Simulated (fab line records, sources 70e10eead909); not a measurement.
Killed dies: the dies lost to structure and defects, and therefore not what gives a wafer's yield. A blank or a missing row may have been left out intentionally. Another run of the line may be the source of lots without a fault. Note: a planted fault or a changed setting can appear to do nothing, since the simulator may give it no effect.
Which tool did it? + flow nand_harc + at 1 step of a route of 1302, 12 lots with 36 wafers sampled

== WHAT THE GAUGES READ, wafer by wafer ==
NHARC_P_M0_INSPECT_11.
| lot  | measured     | on                | raw_defect_count |
|------|--------------|-------------------|------------------|
| L075 | day 6 12:26  | defect_inspect-02 | 10 6 5           |
| L077 | day 7 08:25  | defect_inspect-01 | 1 2 3            |
| L078 | day 7 22:29  | defect_inspect-02 | 3 2 5            |
| L081 | day 9 06:51  | defect_inspect-01 | 6 7 5            |
| L083 | day 9 22:29  | defect_inspect-02 | 2 5 5            |
| L085 | day 10 20:10 | defect_inspect-02 | 6 2 4            |
| L088 | day 12 06:33 | defect_inspect-02 | 7 3 2            |
| L090 | day 13 02:05 | defect_inspect-01 | 2 10 6           |
| L091 | day 13 05:25 | defect_inspect-01 | 3 3 2            |
| L093 | day 14 14:08 | defect_inspect-01 | 4 4 2            |
| L095 | day 14 20:17 | defect_inspect-02 | 6 3 4            |
| L097 | day 15 22:50 | defect_inspect-02 | 6 5 0            |

== EACH LOT AND THE TOOL THAT RAN IT (in order: tool; ch and the chambers of the sampled wafers; start) ==
The record shows no process step preceding these readings.

== THE ANSWER, worked out from the rows above alone ==
Rule: what is usual is taken from the lots themselves. The widest of any qualifying gaps counts: lots, ordered by their means at a reading, are off when they make up no more than a third of the lots, leave a main group of 4 or more, and stand apart from it by 3 or more times the standard deviation of that group's means. A main group is skipped when, at the precision printed for the reading in the tables above, its means are all equal. Also off: a lot with no number at a reading for which 4 or more lots have one. All remaining lots with rows at the step are treated as sound.
No lot is off at any reading shown: from this, nothing can be told.

== WHAT THE SIMULATOR HAD INSERTED ==
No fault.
